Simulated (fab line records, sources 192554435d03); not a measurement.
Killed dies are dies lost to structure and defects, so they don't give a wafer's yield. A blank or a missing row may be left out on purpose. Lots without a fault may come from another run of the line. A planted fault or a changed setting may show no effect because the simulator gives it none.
Which tool did it? | flow n5_finfet | 10 lots, 30 wafers sampled, at 4 steps of a route of 1938

WHAT THE GAUGES READ, wafer by wafer
The record holds no reading of a measuring or inspecting step that can be judged against a usual standard deviation.

WHICH TOOL RAN EACH LOT (tool, then ch and the chambers of the sampled wafers, then the start)
lot  | N5_BEOL_M9_DESCUM_33               | N5_BEOL_M9_ALD_74                   | N5_BEOL_M9_SURFACE_TREAT_79  | N5_BEOL_M9_SPUTTER_48
L572 | rie_diel-02 ch 0,1, day 10 01:27   | ald_metal-04 ch 0,2, day 10 02:46   | pvd_sputter-02, day 10 03:06 | pvd_sputter-02, day 10 05:07
L573 | rie_diel-01 ch 0,1, day 10 20:29   | ald_metal-03 ch 1,2,3, day 10 21:52 | pvd_sputter-02, day 10 22:13 | pvd_sputter-03, day 10 22:37
L577 | rie_diel-02 ch 0,1,2, day 11 11:25 | ald_metal-04 ch 0,1,3, day 11 12:35 | pvd_sputter-01, day 11 12:52 | pvd_sputter-03, day 11 13:03
L578 | rie_diel-01 ch 0,1, day 11 14:50   | ald_metal-04 ch 0,1, day 11 15:56   | pvd_sputter-03, day 11 16:21 | pvd_sputter-03, day 11 16:43
L584 | rie_diel-01 ch 0,1,2, day 13 07:34 | ald_metal-03 ch 0,1,3, day 13 09:04 | pvd_sputter-01, day 13 09:22 | pvd_sputter-01, day 13 09:36
L589 | rie_diel-01 ch 1,2,3, day 14 10:10 | ald_metal-03 ch 0,2,3, day 14 11:15 | pvd_sputter-03, day 14 11:32 | pvd_sputter-03, day 14 11:49
L590 | rie_diel-03 ch 2,3, day 15 01:51   | ald_metal-03 ch 0,1, day 15 03:08   | pvd_sputter-01, day 15 03:30 | pvd_sputter-01, day 15 03:57
L592 | rie_diel-02 ch 1,2,3, day 15 02:06 | ald_metal-01 ch 0,1,3, day 15 03:28 | pvd_sputter-03, day 15 03:59 | pvd_sputter-01, day 15 04:34
L593 | rie_diel-03 ch 1,2,3, day 15 02:17 | ald_metal-03 ch 0,1,3, day 15 03:39 | pvd_sputter-03, day 15 04:10 | pvd_sputter-02, day 15 04:57
L595 | rie_diel-03 ch 0,2,3, day 16 04:42 | ald_metal-03 ch 0,2,3, day 16 06:32 | pvd_sputter-03, day 16 07:03 | pvd_sputter-01, day 16 07:46
- N5_BEOL_M9_DESCUM_33: chemistry O2, time 7 s.
- N5_BEOL_M9_ALD_74: deposits TaN, target thk 2 nm, pulse time 2 s, purge time 3 s.
- N5_BEOL_M9_SURFACE_TREAT_79
- N5_BEOL_M9_SPUTTER_48: material Cu, target thk 12 nm, time 2 s.

WHAT THE TOOLS THEMSELVES READ (means of the sampled wafers that have a number; where no wafer has one, the mark that the record gives instead)
N5_BEOL_M9_DESCUM_33. Usual: drypump_motor_current_A 6.0 A, standard deviation 0.41; oes_product_au 0.80 a.u., standard deviation 0.085; rf_vpp_V 242.6 V, standard deviation 1.4; showerhead_plenum_p_Torr 2.06 Torr, standard deviation 0.074; throttle_valve_pct 20.51 %, standard deviation 0.16.
lot  | tool        | drypump_motor_current_A (A) | oes_product_au (a.u.) | rf_vpp_V (V) | showerhead_plenum_p_Torr (Torr) | throttle_valve_pct (%) | flag
L572 | rie_diel-02 | 6.1                         | 0.75                  | 242.6        | 2.07                            | 20.46                  |
L573 | rie_diel-01 | 6.2                         | 0.83                  | 242.7        | 2.06                            | 20.60                  |
L577 | rie_diel-02 | 6.4                         | 0.71                  | 242.6        | 2.05                            | 20.53                  |
L578 | rie_diel-01 | 6.2                         | 0.83                  | 242.5        | 2.06                            | 20.60                  |
L584 | rie_diel-01 | 5.9                         | 0.82                  | 242.4        | 2.09                            | 20.62                  |
L589 | rie_diel-01 | 5.9                         | 0.80                  | 243.1        | 2.07                            | 20.60                  |
L590 | rie_diel-03 | 5.8                         | 0.90                  | 243.3        | 2.11                            | 20.32                  |
L592 | rie_diel-02 | 6.0                         | 0.82                  | 243.1        | 2.09                            | 20.45                  |
L593 | rie_diel-03 | 5.9                         | 0.83                  | 242.2        | 2.06                            | 20.31                  |
L595 | rie_diel-03 | 5.8                         | 0.83                  | 244.1        | 2.12                            | 20.40                  |

N5_BEOL_M9_ALD_74. Usual: heater_power_outer_w 235 W, standard deviation 30; heater_power_w 423 W, standard deviation 45; susceptor_temp_C 274.99 C, standard deviation 0.18.
lot  | tool         | heater_power_outer_w (W) | heater_power_w (W) | susceptor_temp_C (C) | flag
L572 | ald_metal-04 | 219                      | 405                | 274.96               |
L573 | ald_metal-03 | 230                      | 403                | 274.94               |
L577 | ald_metal-04 | 220                      | 401                | 275.15               |
L578 | ald_metal-04 | 258                      | 467                | 275.05               |
L584 | ald_metal-03 | 237                      | 420                | 274.96               |
L589 | ald_metal-03 | 224                      | 410                | 275.04               |
L590 | ald_metal-03 | 236                      | 425                | 275.07               |
L592 | ald_metal-01 | 243                      | 444                | 275.20               |
L593 | ald_metal-03 | 237                      | 412                | 275.07               |
L595 | ald_metal-03 | 223                      | 407                | 274.77               |

N5_BEOL_M9_SPUTTER_48. Usual: chamber_pressure_pa 0.12998 Pa, standard deviation 0.00025; chuck_sensor_temp_C -16.1 C, standard deviation 0.35; susceptor_temp_C -20.02 C, standard deviation 0.11; throttle_valve_pct 30.0 %, standard deviation 1.1.
lot  | tool           | chamber_pressure_pa (Pa) | chuck_sensor_temp_C (C) | susceptor_temp_C (C) | throttle_valve_pct (%) | flag
L572 | pvd_sputter-02 | 0.13015                  | -16.1                   | -19.92               | 29.4                   |
L573 | pvd_sputter-03 | 0.13012                  | -16.5                   | -20.10               | 30.0                   |
L577 | pvd_sputter-03 | 0.13000                  | -16.5                   | -20.19               | 30.1                   |
L578 | pvd_sputter-03 | 0.13019                  | -16.4                   | -19.89               | 30.2                   |
L584 | pvd_sputter-01 | 0.12992                  | -16.0                   | -20.08               | 29.5                   |
L589 | pvd_sputter-03 | 0.12993                  | -16.6                   | -20.00               | 30.6                   |
L590 | pvd_sputter-01 | 0.12988                  | -15.7                   | -20.00               | 30.0                   |
L592 | pvd_sputter-01 | 0.12992                  | -15.8                   | -19.99               | 29.8                   |
L593 | pvd_sputter-02 | 0.13021                  | -16.0                   | -20.10               | 30.8                   |
L595 | pvd_sputter-01 | 0.13007                  | -16.0                   | -20.07               | 29.5                   |

THE ANSWER, worked out from the rows above alone
Rule: a lot is off if the mean of its wafers that have a number lies more than 3 standard deviations from the usual mean. A lot without any number at a reading at which 4 lots or more have one is off too. The other lots that the step has rows for count as sound. The gauges are gone through in route order, then the tools' own readings, and for those a lot's mean is taken as printed above. The first step at which some lot is off is used, and at that step the reading that is off furthest; a lot without a number counts as furthest.
No lot is off at any reading shown: from this, nothing can be told.

WHAT THE SIMULATOR HAD PUT IN
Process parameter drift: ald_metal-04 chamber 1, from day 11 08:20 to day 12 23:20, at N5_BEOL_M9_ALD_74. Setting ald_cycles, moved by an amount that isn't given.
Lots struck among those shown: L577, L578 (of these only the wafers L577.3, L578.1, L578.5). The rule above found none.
